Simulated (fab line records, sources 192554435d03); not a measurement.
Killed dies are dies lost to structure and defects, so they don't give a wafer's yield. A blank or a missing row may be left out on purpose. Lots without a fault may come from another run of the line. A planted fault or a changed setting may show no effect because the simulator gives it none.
A struck lot beside a sound one | flow n5_finfet | 36 steps out of a route of 1938
Sound: wafers L791.3, L791.4, L791.6. Struck: wafers L804.1, L804.4. (L804.5 of the same lot was not struck and is left out.) The cause comes at the end.
At each step with rows: each side's tool, then ch and its chambers, then its first start. Under that, the readings that differ: sound wafers | struck wafers | difference of the means | sigmas: that difference in standard deviations of wafers without a fault.
alike: readings whose means differ by less than 2 such deviations, and words and numbers that are the same on both sides. not compared: withheld readings, readings that some wafer has no value for, bounds like >300 that may hide the same value, and numbers for which the record gives no deviation and whose values overlap.
The two part at a step that has a row with sigmas, a row that says differs or no value, or rows on one side only. Numbers that don't overlap but have no deviation are shown without sigmas and don't part them. A reading that every wafer of one side lacks parts them only if that side has two wafers or more.

first, 8 steps without rows for these wafers: N5_BEOL_M1_ECD_50 (material Cu, target thk 300 nm); N5_BEOL_M1_ANNEAL_51 (time 90 s); N5_BEOL_M1_CMP_52 (polishes, stops on SiOC, t overpolish 6.8 s, target thk 40 nm); N5_BEOL_M1_PRE_CLEAN_60 (time 15 s); N5_BEOL_M1_CO_CAP_55 (material Co, precursor CCTBA/H2, target thk 2 nm, time 102.1 s); N5_BEOL_M1_PRE_CLEAN_56 (time 15 s); N5_BEOL_M1_DEP_57 (deposits SiCN from 3MS/NH3, target thk 8 nm, time 14 s); N5_BEOL_M2_ILD_DEP_00 (deposits SiOC from DEMS/O2, target thk 79 nm, time 15.3 s).
N5_BEOL_M2_PECVD_72: deposits SiO2 from TEOS/O2, target thk 16 nm, time 18 s.
  sound on pecvd-02 ch 0,1,2, day 7 23:14; struck on pecvd-02 ch 0, day 11 03:56
  reading                                    | sound                | struck        | difference | sigmas
  susceptor_temp_C (C)                       | 399.92 400.16 399.94 | 408.94 409.13 | +9.03      | +39
  model.SiO2_of_BEOL_M2_PECVD_72.thk_nm (nm) | 15.8 16 16.2         | 14.8 15       | -1.1       |
  alike: chamber_pressure_Torr, heater_power_w, showerhead_plenum_p_Torr, throttle_valve_pct
then, 25 steps without rows for these wafers: N5_BEOL_M2_HM_DEP_02 (deposits TiN, target thk 20 nm); N5_BEOL_M2_COAT_61 (time 60 s, resist thk 60 nm); N5_BEOL_M2_COAT_62 (time 60 s, resist thk 12 nm); N5_BEOL_M2_COAT_73 (time 60 s, resist thk 5 nm); N5_BEOL_M2_COAT_05 (resist thk 30 nm); N5_BEOL_M2_EBR_07; N5_BEOL_M2_SOFTBAKE_06 (time 60 s); N5_BEOL_M2_EXPOSE_08 (exposes mask M2); N5_BEOL_M2_PEB_09 (peb time 60 s); N5_BEOL_M2_DEVELOP_10 (develop time 30 s); N5_BEOL_M2_DESCUM_16 (chemistry O2, time 7 s); N5_BEOL_M2_ETCH_74 (etches underlayer in N2/H2, target depth 6.5 nm, time 5.2 s); N5_BEOL_M2_ETCH_63 (etches SiARC in CF4, target depth 15.6 nm, time 26 s); N5_BEOL_M2_ETCH_64 (etches SOC in N2/H2, target depth 75 nm, overetch 22.5 nm, time 121.9 s); N5_BEOL_M2_STRIP_65 (strips in N2/H2); N5_BEOL_M2_STRIP_75 (strips in N2/H2); N5_BEOL_M2_STRIP_66 (strips in CF4); N5_BEOL_M2_HM_OPEN_17 (chemistry Cl2/BCl3, target TiN, target depth 20 nm, overetch 6 nm); N5_BEOL_M2_STRIP_19 (strips in O2); N5_BEOL_M2_COAT_67 (time 60 s, resist thk 60 nm); N5_BEOL_M2_COAT_68 (time 60 s, resist thk 12 nm); N5_BEOL_M2_COAT_76 (time 60 s, resist thk 5 nm); N5_BEOL_M2_COAT_22 (resist thk 30 nm); N5_BEOL_M2_EBR_24; N5_BEOL_M2_SOFTBAKE_23 (time 60 s).
N5_BEOL_M2_HM_STRIP_39: strips TiN in peroxide tin strip, target depth 25 nm, time 158 s.
  sound on wet_bench-06 ch 2,5,7, day 8 09:48; struck on wet_bench-04 ch 0,2, day 11 08:30
  reading                                    | sound        | struck  | difference | sigmas
  model.SiO2_of_BEOL_M2_PECVD_72.thk_nm (nm) | 15.6 15.8 16 | 14.6 15 | -1.0       |
N5_BEOL_M4_RC_MEAS_101:
  sound on prober-02 ch 0, day 9 17:01; struck on prober-01 ch 0, day 12 13:17
  alike: DIBL_N, DIBL_P, IOFF_N, IOFF_P, ION_N, ION_P, SS_N, SS_P, VT_N, VT_P

WHERE THEY PART
Only at N5_BEOL_M2_PECVD_72, within this record. Later steps at which nothing parts them and some readings are alike: N5_BEOL_M4_RC_MEAS_101.

WHY: what the simulator had put in
Process parameter drift: pecvd-02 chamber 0, from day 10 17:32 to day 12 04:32, at N5_BEOL_M2_PECVD_72. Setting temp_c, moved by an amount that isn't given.
